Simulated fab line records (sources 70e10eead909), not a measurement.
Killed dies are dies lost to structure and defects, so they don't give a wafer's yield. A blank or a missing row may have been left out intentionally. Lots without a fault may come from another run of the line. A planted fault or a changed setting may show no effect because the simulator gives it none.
fab line records -- flow nand-harc
[record] lots = 7, wafers = 21, last-day = 33
route steps=1302 shown A_BONDPAD@1232 HYBRID_BOND@1237 THIN_TSV@1244 END@1302
lots with no fault: from the same line, run without faults
start-h: hours from the record's first day to the start of the lot's first wafer shown -- wait-h: time in hours since the lot's previous step -- " identical to the entry in the row above -- L1.1+2: several wafers, shown together as one row -- - no value present, or no start provided -- * or withheld: withheld -- < > ~ a bound
route shown NAME@n: a module of which the file shows steps, and the number in the route of the first -- usual: average and standard deviation across the fault-free wafers -- same: alike in all rows -- chamber/n: place in a boat -- sites: the reading at each site -- _std_site: their standard deviation -- _edge_site: outer sites' mean less inner sites' -- radius-mm: how far each site lies from the wafer's centre -- mask NAME#n: copy n -- behind: the tool/chamber that last shaped the wafer -- hold: reason for holding the lot/hours on hold/outcome of the hold -- device: which transistor (n, p or np) failed to switch -- end of line: tests run on the same wafers once the route is complete -- a step given without rows: its recipe and nothing more -- killed: the dies lost at the first sort to structure and to defects; this is not the yield of the wafer -- map: per-die view of a wafer (x killed, . not killed, _ where there is no die)
set.NAME: the setting the step ran with; set.NAME@STEP: the setting that earlier step ran with -- model.NAME: the simulator's own value behind a step, which no gauge read
lots at some steps of the route; a table a step, a row a wafer
services: the hour from which a tool's chamber was out of use, counted from the record's first day as start-h (under 0 if before that day), plus the number of hours and why
[[steps]]
[step NHARC_A_BONDPAD_THK_MEAS_20]
[recipe] thk-meas-gauge = xrf
[usual] thk-nm = 170.0/1.5
lot.wafer,tool,chamber,start-h,wait-h,thk-nm
L698.2,film-metro-02,-,603.86,-,171.3
L698.4,film-metro-02,-,603.86,-,170.1
L698.5,film-metro-02,-,603.86,-,170.3
L699.2,film-metro-02,-,617.98,-,172.5
L699.5,film-metro-02,-,617.98,-,174.3
L699.6,film-metro-02,-,617.98,-,171.7
L700.4,film-metro-01,-,631.26,-,167.8
L700.5,film-metro-01,-,631.26,-,166.7
L700.6,film-metro-01,-,631.26,-,166.9
L707.1,film-metro-01,-,690.77,-,171.1
L707.5,film-metro-01,-,690.77,-,168.6
L707.6,film-metro-01,-,690.77,-,172.2
L708.2,film-metro-02,-,707.70,-,171.3
L708.4,film-metro-02,-,707.70,-,169.3
L708.5,film-metro-02,-,707.70,-,172.6
L709.1,film-metro-02,-,714.36,-,170.0
L709.2,film-metro-02,-,714.36,-,170.0
L709.3,film-metro-02,-,714.36,-,168.4
L712.2,film-metro-02,-,747.39,-,172.9
L712.4,film-metro-02,-,747.39,-,169.7
L712.6,film-metro-02,-,747.39,-,168.4
[step NHARC_A_BONDPAD_SRD_21]
[recipe] time-s = 30, temp-c = 23, dry-time-s = 20, spin-rpm = 1500
[step NHARC_A_BONDPAD_INSPECT_23]
[usual] raw-defect-count = 534/140
lot.wafer,tool,chamber,start-h,wait-h,raw-defect-count
L698.2,defect-inspect-01,-,604.09,0.0,529
L698.4,defect-inspect-01,-,604.09,0.0,498
L698.5,defect-inspect-01,-,604.09,0.0,619
L699.2,defect-inspect-02,-,618.20,0.0,356
L699.5,defect-inspect-02,-,618.20,0.0,428
L699.6,defect-inspect-02,-,618.20,0.0,430
L700.4,defect-inspect-01,-,631.47,0.0,469
L700.5,defect-inspect-01,-,631.47,0.0,544
L700.6,defect-inspect-01,-,631.47,0.0,601
L707.1,defect-inspect-01,-,690.99,0.0,627
L707.5,defect-inspect-01,-,690.99,0.0,728
L707.6,defect-inspect-01,-,690.99,0.0,657
L708.2,defect-inspect-01,-,707.91,0.0,528
L708.4,defect-inspect-01,-,707.91,0.0,474
L708.5,defect-inspect-01,-,707.91,0.0,414
L709.1,defect-inspect-01,-,714.56,0.0,555
L709.2,defect-inspect-01,-,714.56,0.0,572
L709.3,defect-inspect-01,-,714.56,0.0,523
L712.2,defect-inspect-01,-,747.60,0.0,505
L712.4,defect-inspect-01,-,747.60,0.0,444
L712.6,defect-inspect-01,-,747.60,0.0,361
[step NHARC_HYBRID_BOND_ACTIVATE_00]
[recipe] time-s = 60, n2-flow-sccm = 200, ar-flow-sccm = 0, bias-power-w = 0, chemistry = N2
[usual] drypump-motor-current-A = 5.6/0.4, oes-product-au = 0.998/0.01, rf-vpp-V = 64.0/0.87, showerhead-plenum-p-Torr = 1.75/0.078
lot.wafer,tool,chamber,start-h,wait-h,drypump-motor-current-A,oes-product-au,rf-hours-counter-h,rf-vpp-V,showerhead-plenum-p-Torr
L698.4,rie-diel-07,1,604.15,0.1,5.0,0.992,44,63.9,1.79
L698.2,rie-diel-07,0,604.15,0.1,6.1,0.994,42,64.1,1.86
L698.5,rie-diel-07,2,604.15,0.1,5.3,1.011,-,63.7,1.82
L699.2,rie-diel-08,1,618.26,0.1,5.7,1.012,20,64.4,1.78
L699.5,rie-diel-08,1,618.26,0.1,5.7,1.009,-,65.2,1.78
L699.6,rie-diel-08,2,618.26,0.1,5.4,0.999,-,63.4,1.73
L700.4,rie-diel-07,1,631.57,0.1,5.0,0.992,49,63.9,1.79
L700.6,rie-diel-07,0,631.57,0.1,6.2,0.980,-,64.0,1.85
L700.5,rie-diel-07,1,631.57,0.1,5.0,0.986,-,64.8,1.79
L707.1,rie-diel-08,0,691.08,0.1,5.2,1.021,44,64.8,1.74
L707.6,rie-diel-08,2,691.08,0.1,5.4,1.013,-,64.7,1.72
L707.5,rie-diel-08,3,691.08,0.1,5.5,0.996,-,63.7,1.63
L708.4,rie-diel-09,0,707.99,0.1,6.3,1.002,4,64.5,1.77
L708.2,rie-diel-09,1,707.99,0.1,5.2,1.006,3,63.4,1.66
L708.5,rie-diel-09,2,707.99,0.1,5.7,1.005,-,64.6,1.86
L709.3,rie-diel-09,2,714.62,0.1,5.7,1.011,3,65.3,1.86
L709.1,rie-diel-09,0,714.62,0.1,6.3,1.011,4,63.9,1.77
L709.2,rie-diel-09,1,714.62,0.1,5.2,1.003,3,62.3,1.66
L712.4,rie-diel-07,1,747.67,0.1,5.0,0.977,27,63.5,1.78
L712.2,rie-diel-07,2,747.67,0.1,5.2,0.996,28,64.5,1.80
L712.6,rie-diel-07,0,747.67,0.1,6.1,0.997,-,64.0,1.84
[step NHARC_HYBRID_BOND_PRECLEAN_01]
[recipe] time-s = 300, temp-c = 23, chemistry = DIW
[step NHARC_HYBRID_BOND_SRD_02]
[recipe] time-s = 30, temp-c = 23, dry-time-s = 20, spin-rpm = 1500
[step NHARC_HYBRID_BOND_BOND_03]
[recipe] temp-c = 25
[step NHARC_HYBRID_BOND_ANNEAL_04]
[recipe] temp-c = 300, time-s = 7200, ramp-up-c-per-min = 5, ramp-down-c-per-min = 3, idle-temp-c = 100, pressure-atm = 1
[step NHARC_HYBRID_BOND_OVL_MEAS_05]
[usual] overlay-x-nm = 2/34, overlay-y-nm = 1/33
lot.wafer,tool,chamber,start-h,wait-h,overlay-x-nm,overlay-y-nm
L698.2,overlay-01,-,613.55,0.4,23,12
L698.4,overlay-01,-,613.55,0.4,15,46
L698.5,overlay-01,-,613.55,0.4,57,1
L699.2,overlay-02,-,629.96,0.4,19,-28
L699.5,overlay-02,-,629.96,0.4,24,-34
L699.6,overlay-02,-,629.96,0.4,18,39
L700.4,overlay-01,-,640.98,0.4,52,-4
L700.5,overlay-01,-,640.98,0.4,11,18
L700.6,overlay-01,-,640.98,0.4,37,-48
L707.1,overlay-01,-,700.47,0.4,15,-15
L707.5,overlay-01,-,700.47,0.4,36,-44
L707.6,overlay-01,-,700.47,0.4,-48,-41
L708.2,overlay-02,-,717.40,0.4,-40,9
L708.4,overlay-02,-,717.40,0.4,16,16
L708.5,overlay-02,-,717.40,0.4,-9,-21
L709.1,overlay-01,-,723.86,0.4,-20,36
L709.2,overlay-01,-,723.86,0.4,65,-24
L709.3,overlay-01,-,723.86,0.4,-31,-9
L712.2,overlay-02,-,757.04,0.4,-30,-28
L712.4,overlay-02,-,757.04,0.4,27,-14
L712.6,overlay-02,-,757.04,0.4,33,-59
[step NHARC_HYBRID_BOND_INSPECT_06]
[recipe] inspect-instrument = ir-void
[usual] raw-defect-count = 88/37
lot.wafer,tool,chamber,start-h,wait-h,raw-defect-count
L698.2,defect-inspect-01,-,613.60,0.1,118
L698.4,defect-inspect-01,-,613.60,0.1,116
L698.5,defect-inspect-01,-,613.60,0.1,108
L699.2,defect-inspect-01,-,630.01,0.1,85
L699.5,defect-inspect-01,-,630.01,0.1,89
L699.6,defect-inspect-01,-,630.01,0.1,82
L700.4,defect-inspect-02,-,641.04,0.1,76
L700.5,defect-inspect-02,-,641.04,0.1,73
L700.6,defect-inspect-02,-,641.04,0.1,84
L707.1,defect-inspect-02,-,700.52,0.0,153
L707.5,defect-inspect-02,-,700.52,0.0,153
L707.6,defect-inspect-02,-,700.52,0.0,137
L708.2,defect-inspect-02,-,717.45,0.1,96
L708.4,defect-inspect-02,-,717.45,0.1,90
L708.5,defect-inspect-02,-,717.45,0.1,79
L709.1,defect-inspect-01,-,723.91,0.0,95
L709.2,defect-inspect-01,-,723.91,0.0,111
L709.3,defect-inspect-01,-,723.91,0.0,104
L712.2,defect-inspect-01,-,757.10,0.1,84
L712.4,defect-inspect-01,-,757.10,0.1,98
L712.6,defect-inspect-01,-,757.10,0.1,90
[step NHARC_THIN_TSV_GRIND_00]
[recipe] target-thk-um = 6
[usual] motor-current-A = 12.000/0.022
lot.wafer,tool,chamber,start-h,wait-h,motor-current-A
L698.2,grinder-01,0,613.96,0.4,11.981
L698.4,grinder-01,0,613.96,0.4,11.991
L698.5,grinder-01,0,613.96,0.4,12.023
L699.2,grinder-01,0,630.36,0.3,12.003
L699.5,grinder-01,0,630.36,0.3,11.967
L699.6,grinder-01,0,630.36,0.3,12.007
L700.4,grinder-01,0,641.78,0.7,11.979
L700.5,grinder-01,0,641.78,0.7,12.006
L700.6,grinder-01,0,641.78,0.7,11.989
L707.1,grinder-01,0,700.67,0.1,11.991
L707.5,grinder-01,0,700.67,0.1,11.984
L707.6,grinder-01,0,700.67,0.1,11.990
L708.2,grinder-01,0,717.79,0.3,12.017
L708.4,grinder-01,0,717.79,0.3,12.052
L708.5,grinder-01,0,717.79,0.3,12.023
L709.1,grinder-01,0,724.06,0.1,11.995
L709.2,grinder-01,0,724.06,0.1,11.998
L709.3,grinder-01,0,724.06,0.1,11.943
L712.2,grinder-01,0,757.45,0.3,11.996
L712.4,grinder-01,0,757.45,0.3,12.024
L712.6,grinder-01,0,757.45,0.3,11.971
[step NHARC_THIN_TSV_CMP_01]
[recipe] target-thk-um = 3
[usual] motor-current-A = 11.8/1.3
lot.wafer,tool,chamber,start-h,wait-h,motor-current-A
L698.2,cmp-01,0,615.02,0.9,13.7
L698.4,cmp-01,1,615.02,0.9,11.6
L698.5,cmp-01,0,615.02,0.9,13.6
L699.2,cmp-03,3,631.45,0.9,9.4
L699.5,cmp-03,1,631.45,0.9,11.2
L699.6,cmp-03,2,631.45,0.9,12.2
L700.4,cmp-01,2,642.40,0.4,10.5
L700.6,cmp-01,2,642.40,0.4,10.2
L700.5,cmp-01,3,642.40,0.4,10.9
L707.1,cmp-01,3,701.95,1.1,11.1
L707.6,cmp-01,1,701.95,1.1,11.9
L707.5,cmp-01,2,701.95,1.1,10.3
L708.4,cmp-01,1,718.82,0.4,11.3
L708.2,cmp-01,3,718.82,0.4,10.8
L708.5,cmp-01,0,718.82,0.4,12.9
L709.1,cmp-03,0,725.29,1.0,13.4
L709.3,cmp-03,1,725.29,1.0,10.5
L709.2,cmp-03,3,725.29,1.0,9.7
L712.2,cmp-03,2,758.53,0.9,12.3
L712.4,cmp-03,3,758.53,0.9,9.7
L712.6,cmp-03,0,758.53,0.9,13.5
[step NHARC_END_SORT_01]
[recipe] temp-c = 25
[usual] defect-limited-yield = 90.7/2.9, killed-at-array = 58/20, killed-at-other = 1.0/1.2, killed-at-periphery = 4.1/3, killed-dies = 63/20, killed-open = 3.2/1.7, killed-short = 2.5/1.5
[same] gross-dies = 677
lot.wafer,tool,chamber,start-h,wait-h,hold,defect-limited-yield[%],killed-at-array,killed-at-other,killed-at-periphery,killed-dies,killed-open,killed-short
L698.2,prober-01,0,633.35,2.8,await-dispo/6.8h/scrap,0,73,600,4,677,7,3
L698.4,prober-01,0,634.96,3.4,await-dispo/6.8h/scrap,0,70,600,7,677,5,4
L698.5,prober-01,0,635.77,3.7,await-dispo/6.8h/scrap,0,70,604,3,677,3,3
L699.2,prober-02,0,658.52,2.8,await-dispo/2.2h/scrap,0,57,618,2,677,4,2
L699.5,prober-02,0,660.93,3.7,await-dispo/2.2h/scrap,0,55,621,1,677,4,2
L699.6,prober-02,0,661.73,4.0,await-dispo/2.2h/scrap,0,55,619,3,677,4,1
L700.4,prober-01,0,667.33,3.4,await-dispo/2.6h/scrap,0,50,622,5,677,2,1
L700.5,prober-01,0,668.14,3.7,await-dispo/2.6h/scrap,0,53,616,8,677,5,1
L700.6,prober-01,0,668.94,4.0,await-dispo/2.6h/scrap,0,70,600,7,677,5,8
L707.1,prober-01,0,718.59,2.5,-,86.6,86,1,4,91,1,2
L707.5,prober-01,0,721.85,3.7,-,84.8,97,1,5,103,2,3
L707.6,prober-01,0,722.66,4.1,-,85.4,96,2,1,99,6,3
L708.2,prober-02,0,735.87,2.8,-,90.3,64,0,2,66,2,1
L708.4,prober-02,0,737.48,3.4,-,89.2,65,0,8,73,5,3
L708.5,prober-02,0,738.29,3.7,-,92.5,49,1,1,51,2,2
L709.1,prober-01,0,741.65,2.5,-,90.3,63,0,3,66,6,5
L709.2,prober-01,0,742.45,2.8,-,90.4,62,0,3,65,1,2
L709.3,prober-01,0,743.24,3.1,-,90.8,58,1,3,62,2,1
// killed by level:class
L698.2 THIN_TSV:area-cmp=600 A_SLIT:chamber-film-flake=29 A_CHANNEL_HOLE_D2:chamber-film-flake=19 A_CHANNEL_HOLE_D1:chamber-film-flake=5 P_BONDPAD:chamber-film-flake=3 A_CHANNEL_FILL_D2:chamber-film-flake=3 A_WL_FILL:chamber-film-flake=3 A_BONDPAD:chamber-film-flake=3
L698.4 THIN_TSV:area-cmp=600 A_SLIT:chamber-film-flake=27 A_CHANNEL_HOLE_D2:chamber-film-flake=24 P_BONDPAD:chamber-film-flake=4 A_CHANNEL_HOLE_D1:chamber-film-flake=4 A_CHANNEL_FILL_D2:chamber-film-flake=3 A_BONDPAD:chamber-film-flake=2 P_M1:geometric-particle:open=1
L698.5 THIN_TSV:area-cmp=604 A_SLIT:chamber-film-flake=29 A_CHANNEL_HOLE_D2:chamber-film-flake=24 A_CHANNEL_HOLE_D1:chamber-film-flake=6 A_ONON_D1:geometric-particle:short=1 A_CHANNEL_FILL_D1:geometric-particle:open=1 A_CHANNEL_FILL_D2:geometric-particle:open=1 A_CHANNEL_FILL_D2:geometric-particle:short=1
L699.2 THIN_TSV:area-cmp=618 A_CHANNEL_HOLE_D1:chamber-film-flake=26 A_CHANNEL_HOLE_D2:chamber-film-flake=15 A_STAIRCASE:chamber-film-flake=4 A_CHANNEL_FILL_D2:chamber-film-flake=2 A_CONTACT:chamber-film-flake=2 P_CONTACT:geometric-particle:open=1 A_ONON_D1:geometric-particle:short=1
L699.5 THIN_TSV:area-cmp=620 A_CHANNEL_HOLE_D1:chamber-film-flake=22 A_CHANNEL_HOLE_D2:chamber-film-flake=15 A_CONTACT:chamber-film-flake=7 A_CHANNEL_HOLE_D1:geometric-particle:short=2 A_ZERO_WELL:chamber-film-flake=2 A_CHANNEL_FILL_D2:chamber-film-flake=2 P_CONTACT:geometric-particle:open=1
L699.6 THIN_TSV:area-cmp=619 A_CHANNEL_HOLE_D1:chamber-film-flake=27 A_CHANNEL_HOLE_D2:chamber-film-flake=15 A_CONTACT:chamber-film-flake=3 P_GATE:chamber-film-flake=2 A_SGD_CUT:chamber-film-flake=2 A_ONON_D1:geometric-particle:open=1 A_ONON_D1:geometric-particle:short=1
L700.4 THIN_TSV:area-cmp=622 A_SLIT:chamber-film-flake=31 A_CHANNEL_HOLE_D2:chamber-film-flake=5 A_CONTACT:chamber-film-flake=5 P_GATE:chamber-film-flake=4 A_CHANNEL_HOLE_D1:chamber-film-flake=2 A_STAIRCASE:chamber-film-flake=2 A_CHANNEL_FILL_D1:geometric-particle:open=1
L700.5 THIN_TSV:area-cmp=614 A_SLIT:chamber-film-flake=25 A_CHANNEL_HOLE_D2:chamber-film-flake=9 P_ZERO_WELL:chamber-film-flake=5 A_CHANNEL_HOLE_D1:chamber-film-flake=5 A_CONTACT:chamber-film-flake=4 P_GATE:geometric-particle:open=2 A_STAIRCASE:chamber-film-flake=2
L700.6 THIN_TSV:area-cmp=597 A_SLIT:chamber-film-flake=40 A_CHANNEL_HOLE_D2:chamber-film-flake=7 A_CONTACT:chamber-film-flake=6 P_ZERO_WELL:chamber-film-flake=4 A_CHANNEL_HOLE_D1:chamber-film-flake=3 A_SOURCE_PLATE:geometric-particle:short=2 P_GATE:chamber-film-flake=2
L707.1 A_SLIT:chamber-film-flake=31 A_CHANNEL_HOLE_D1:chamber-film-flake=28 A_CHANNEL_HOLE_D2:chamber-film-flake=21 P_M1:chamber-film-flake=3 P_M0:geometric-particle:short=1 A_SGD_CUT:geometric-particle:short=1 A_CONTACT:geometric-particle:open=1 A_DECK1_JOINT:chamber-film-flake=1
L707.5 A_SLIT:chamber-film-flake=35 A_CHANNEL_HOLE_D2:chamber-film-flake=26 A_CHANNEL_HOLE_D1:chamber-film-flake=25 A_CONTACT:chamber-film-flake=5 P_M0:geometric-particle:open=1 P_M0:geometric-particle:short=1 A_SGD_CUT:geometric-particle:short=1 A_WL_FILL:geometric-particle:short=1
L707.6 A_SLIT:chamber-film-flake=31 A_CHANNEL_HOLE_D1:chamber-film-flake=28 A_CHANNEL_HOLE_D2:chamber-film-flake=22 A_DECK1_JOINT:geometric-particle:open=2 A_M0:geometric-particle:open=2 THIN_TSV:chamber-film-flake=2 A_STAIRCASE:chamber-film-flake=2 A_WL_FILL:chamber-film-flake=2
L708.2 A_SLIT:chamber-film-flake=31 A_CHANNEL_HOLE_D1:chamber-film-flake=16 A_CONTACT:chamber-film-flake=8 A_STAIRCASE:chamber-film-flake=3 P_GATE:chamber-film-flake=2 A_DECK1_JOINT:chamber-film-flake=2 A_ONON_D1:geometric-particle:short=1 A_CHANNEL_HOLE_D1:geometric-particle:open=1
L708.4 A_SLIT:chamber-film-flake=32 A_CHANNEL_HOLE_D1:chamber-film-flake=18 A_CONTACT:chamber-film-flake=4 P_GATE:chamber-film-flake=3 A_WL_FILL:chamber-film-flake=3 A_CHANNEL_FILL_D2:geometric-particle:open=2 P_STI:geometric-particle:open=1 P_GATE:geometric-particle:open=1
L708.5 A_SLIT:chamber-film-flake=35 A_CHANNEL_HOLE_D1:chamber-film-flake=5 A_CONTACT:chamber-film-flake=3 P_M0:geometric-particle:short=1 A_ONON_D1:geometric-particle:open=1 A_CHANNEL_HOLE_D1:geometric-particle:short=1 A_DECK1_JOINT:geometric-particle:open=1 A_DECK1_JOINT:chamber-film-flake=1
L709.1 A_CHANNEL_HOLE_D1:chamber-film-flake=26 A_CHANNEL_HOLE_D2:chamber-film-flake=20 A_SLIT:chamber-film-flake=4 A_ONON_D2:geometric-particle:short=3 A_CONTACT:chamber-film-flake=3 P_CONTACT:geometric-particle:open=2 A_ONON_D1:geometric-particle:open=2 P_BONDPAD:geometric-particle:open=1
L709.2 A_CHANNEL_HOLE_D2:chamber-film-flake=28 A_CHANNEL_HOLE_D1:chamber-film-flake=23 A_CONTACT:chamber-film-flake=4 A_SLIT:chamber-film-flake=3 A_WL_FILL:geometric-particle:short=2 P_GATE:chamber-film-flake=2 A_WL_FILL:geometric-particle:open=1 P_M1:chamber-film-flake=1
L709.3 A_CHANNEL_HOLE_D2:chamber-film-flake=28 A_CHANNEL_HOLE_D1:chamber-film-flake=22 A_CONTACT:chamber-film-flake=4 P_M0:geometric-particle:open=1 A_ONON_D1:geometric-particle:short=1 A_WL_FILL:geometric-particle:open=1 P_GATE:chamber-film-flake=1 P_M0:chamber-film-flake=1
// map L698.2 (x killed, . not)
____________x____________
_________xxxxxxx_________
_______xxxxxxxxxxx_______
______xxxxxxxxxxxxx______
_____xxxxxxxxxxxxxxx_____
____xxxxxxxxxxxxxxxxx____
____xxxxxxxxxxxxxxxxx____
___xxxxxxxxxxxxxxxxxxx___
___xxxxxxxxxxxxxxxxxxx___
__xxxxxxxxxxxxxxxxxxxxx__
__xxxxxxxxxxxxxxxxxxxxx__
_xxxxxxxxxxxxxxxxxxxxxxx_
_xxxxxxxxxxxxxxxxxxxxxxx_
_xxxxxxxxxxxxxxxxxxxxxxx_
_xxxxxxxxxxxxxxxxxxxxxxx_
_xxxxxxxxxxxxxxxxxxxxxxx_
xxxxxxxxxxxxxxxxxxxxxxxxx
xxxxxxxxxxxxxxxxxxxxxxxxx
xxxxxxxxxxxxxxxxxxxxxxxxx
xxxxxxxxxxxxxxxxxxxxxxxxx
xxxxxxxxxxxxxxxxxxxxxxxxx
_xxxxxxxxxxxxxxxxxxxxxxx_
_xxxxxxxxxxxxxxxxxxxxxxx_
_xxxxxxxxxxxxxxxxxxxxxxx_
_xxxxxxxxxxxxxxxxxxxxxxx_
_xxxxxxxxxxxxxxxxxxxxxxx_
__xxxxxxxxxxxxxxxxxxxxx__
__xxxxxxxxxxxxxxxxxxxxx__
___xxxxxxxxxxxxxxxxxxx___
___xxxxxxxxxxxxxxxxxxx___
____xxxxxxxxxxxxxxxxx____
____xxxxxxxxxxxxxxxxx____
_____xxxxxxxxxxxxxxx_____
______xxxxxxxxxxxxx______
_______xxxxxxxxxxx_______
_________xxxxxxx_________
____________x____________
// map L699.2 (x killed, . not)
____________x____________
_________xxxxxxx_________
_______xxxxxxxxxxx_______
______xxxxxxxxxxxxx______
_____xxxxxxxxxxxxxxx_____
____xxxxxxxxxxxxxxxxx____
____xxxxxxxxxxxxxxxxx____
___xxxxxxxxxxxxxxxxxxx___
___xxxxxxxxxxxxxxxxxxx___
__xxxxxxxxxxxxxxxxxxxxx__
__xxxxxxxxxxxxxxxxxxxxx__
_xxxxxxxxxxxxxxxxxxxxxxx_
_xxxxxxxxxxxxxxxxxxxxxxx_
_xxxxxxxxxxxxxxxxxxxxxxx_
_xxxxxxxxxxxxxxxxxxxxxxx_
_xxxxxxxxxxxxxxxxxxxxxxx_
xxxxxxxxxxxxxxxxxxxxxxxxx
xxxxxxxxxxxxxxxxxxxxxxxxx
xxxxxxxxxxxxxxxxxxxxxxxxx
xxxxxxxxxxxxxxxxxxxxxxxxx
xxxxxxxxxxxxxxxxxxxxxxxxx
_xxxxxxxxxxxxxxxxxxxxxxx_
_xxxxxxxxxxxxxxxxxxxxxxx_
_xxxxxxxxxxxxxxxxxxxxxxx_
_xxxxxxxxxxxxxxxxxxxxxxx_
_xxxxxxxxxxxxxxxxxxxxxxx_
__xxxxxxxxxxxxxxxxxxxxx__
__xxxxxxxxxxxxxxxxxxxxx__
___xxxxxxxxxxxxxxxxxxx___
___xxxxxxxxxxxxxxxxxxx___
____xxxxxxxxxxxxxxxxx____
____xxxxxxxxxxxxxxxxx____
_____xxxxxxxxxxxxxxx_____
______xxxxxxxxxxxxx______
_______xxxxxxxxxxx_______
_________xxxxxxx_________
____________x____________
[[services]]
tool,chamber,start-h,hours,kind
cmp-01,-,581.50,-,consumable-replace:conditioner
cmp-01,-,581.50,-,consumable-replace:pad
rie-diel-08,-,590.30,1.9,repair
rie-diel-08,1,597.98,6.9,repair
rie-diel-07,0,602.86,-,clean
rie-diel-07,1,602.86,-,clean
rie-diel-07,2,602.86,-,clean
rie-diel-07,3,602.86,-,clean
cmp-01,-,606.63,3.8,repair
rie-diel-07,-,619.55,0.7,repair
rie-diel-07,0,627.36,-,clean
cmp-03,-,634.39,73.5,repair
rie-diel-09,1,642.99,2.7,repair
rie-diel-07,-,648.42,9.0,pm
rie-diel-09,-,674.10,9.0,pm
cmp-01,-,675.50,4.0,pm
cmp-01,-,679.50,-,consumable-replace:conditioner
cmp-01,-,679.50,-,consumable-replace:pad
grinder-01,-,714.20,1.3,repair
rie-diel-08,-,725.92,9.0,pm
cmp-01,-,730.48,1.1,repair
grinder-01,-,736.00,8.0,pm
cmp-01,-,744.36,0.8,repair
cmp-03,-,757.09,1.2,repair
[[key]]
[first-sign] step = NHARC_END_SORT_01, reading = killed-at-other, direction = up, sigmas = 99+, usual = 1.0, struck = 611.1
[effect] step = NHARC_END_SORT_01, reading = defect-limited-yield, direction = down, sigmas = 31, usual = 90.7, struck = 0
[more-kills-born-at] NHARC_THIN_TSV_CMP_01@cmp-01 = 3637, NHARC_THIN_TSV_CMP_01@cmp-03 = 1857
met-at NHARC_THIN_TSV_GRIND_00
struck-wafers L698.2,L698.4,L698.5,L699.2,L699.5,L699.6,L700.4,L700.5,L700.6
later-rows-left-out L698.2,L698.4,L698.5,L699.2,L699.5,L699.6,L700.4,L700.5,L700.6
[fault] kind = process-parameter-drift, tool = grinder-01, chamber = -, onset-h = 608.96, steps = NHARC_THIN_TSV_GRIND_00, channel = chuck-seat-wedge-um, offset = 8, shape = step, end-h = 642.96
// later-rows-left-out: the simulator's readings of these wafers behind a module that went badly wrong aren't trusted and aren't shown, but for the sort
